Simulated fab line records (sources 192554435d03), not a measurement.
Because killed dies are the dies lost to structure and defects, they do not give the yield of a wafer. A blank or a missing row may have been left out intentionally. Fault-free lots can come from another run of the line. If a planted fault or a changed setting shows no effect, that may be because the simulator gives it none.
Which tool did it? | flow n5Finfet | 11 lots, 33 wafers sampled, at 2 steps of a route of 1938

== WHAT EACH GAUGE READ, for each wafer ==
N5_PASSIVATION_OVL_MEAS_60. Usual: TV_OVL typically reads 2 nm, with standard deviation 4.8.
lot  | measured     | on         | TV_OVL (nm) | flag
L450 | day 12 03:38 | overlay-01 | 2 3 -2      | 
L452 | day 12 07:42 | overlay-02 | 8 10 4      | 
L451 | day 12 11:15 | overlay-01 | 3 9 0       | 
L454 | day 13 21:34 | overlay-01 | 8 5 11      | 
L453 | day 13 21:43 | overlay-02 | 4 9 -1      | 
L458 | day 14 16:46 | overlay-02 | 5 3 8       | 
L455 | day 14 16:48 | overlay-01 | -1 -9 -5    | 
L459 | day 14 16:44 | overlay-01 | -6 -10 -2   | 
L463 | day 16 01:22 | overlay-02 | 6 7 3       | 
L468 | day 17 00:50 | overlay-01 | -1 8 -4     | 
L470 | day 18 06:26 | overlay-02 | 9 6 9       | 

== TOOL THAT RAN EACH LOT (tool first, then ch and the chambers of the sampled wafers, then the start) ==
lot  | N5_MIM_TOP_ETCH_PECVD_03
L450 | pecvd-02 ch 0,1,2, day 12 01:32
L452 | pecvd-02 ch 0,2, day 12 04:17
L451 | pecvd-02 ch 0,1,2, day 12 08:17
L454 | pecvd-01 ch 1,2, day 13 17:52
L453 | pecvd-02 ch 0,1,2, day 13 19:17
L458 | pecvd-03 ch 0,1,2, day 14 11:05
L455 | pecvd-02 ch 0,2, day 14 11:52
L459 | pecvd-01 ch 1,2, day 14 12:37
L463 | pecvd-02 ch 0,1, day 15 23:32
L468 | pecvd-03 ch 1,2, day 16 22:47
L470 | pecvd-01 ch 0,2, day 18 02:25
- N5_MIM_TOP_ETCH_PECVD_03: deposits SiNx from SiH4/NH3/N2, target thk 20 nm, time 17.6 s.

== WHAT THE TOOLS THEMSELVES READ (means of the sampled wafers that have a number; where no wafer has one, the mark that the record gives instead) ==
N5_MIM_TOP_ETCH_PECVD_03. Usual: chamberPressureTorr 1.5007 Torr, standard deviation 0.003; heaterPowerW 771 W, standard deviation 89; showerheadPlenumPTorr 5.14 Torr, standard deviation 0.049; susceptorTempC 400.00 C, standard deviation 0.23; throttleValvePct 40.4 %, standard deviation 2.1.
lot  | tool     | chamberPressureTorr (Torr) | heaterPowerW (W) | showerheadPlenumPTorr (Torr) | susceptorTempC (C) | throttleValvePct (%) | flag
L450 | pecvd-02 | 1.5035                     | 720              | 5.14                         | 399.99             | 39.0                 | 
L452 | pecvd-02 | 1.5001                     | 852              | 5.16                         | 399.98             | 39.8                 | 
L451 | pecvd-02 | 1.5007                     | 793              | 5.13                         | 399.86             | 39.0                 | 
L454 | pecvd-01 | 1.4996                     | 711              | 5.12                         | 400.02             | 41.0                 | 
L453 | pecvd-02 | 1.5020                     | 713              | 5.15                         | 400.05             | 39.3                 | 
L458 | pecvd-03 | 1.4985                     | 862              | 5.16                         | 399.92             | 40.4                 | 
L455 | pecvd-02 | 1.5036                     | 760              | 5.17                         | 399.93             | 39.8                 | 
L459 | pecvd-01 | 1.5006                     | 755              | 5.14                         | 400.31             | 40.0                 | 
L463 | pecvd-02 | 1.5039                     | 819              | 5.14                         | 400.07             | 39.9                 | 
L468 | pecvd-03 | 1.4984                     | 822              | 5.20                         | 400.14             | 40.2                 | 
L470 | pecvd-01 | 1.5018                     | 794              | 5.15                         | 399.89             | 41.7                 | 

== THE ANSWER, worked out from the rows above alone ==
Rule: take the mean of a lot's wafers that have a number; if it is more than 3 standard deviations from the usual mean, the lot is off. Also off: a lot with no number at a reading for which 4 or more lots have one. The other lots that the step has rows for count as sound. Order of review: gauges by route order, followed by the tools' own readings, for which a lot's mean as printed above is used. The first step at which some lot is off is used, and at that step the reading that is off furthest; a lot without a number counts as furthest.
No lot is off at any reading shown: from this, nothing can be told.

== WHAT THE SIMULATOR HAD PUT IN ==
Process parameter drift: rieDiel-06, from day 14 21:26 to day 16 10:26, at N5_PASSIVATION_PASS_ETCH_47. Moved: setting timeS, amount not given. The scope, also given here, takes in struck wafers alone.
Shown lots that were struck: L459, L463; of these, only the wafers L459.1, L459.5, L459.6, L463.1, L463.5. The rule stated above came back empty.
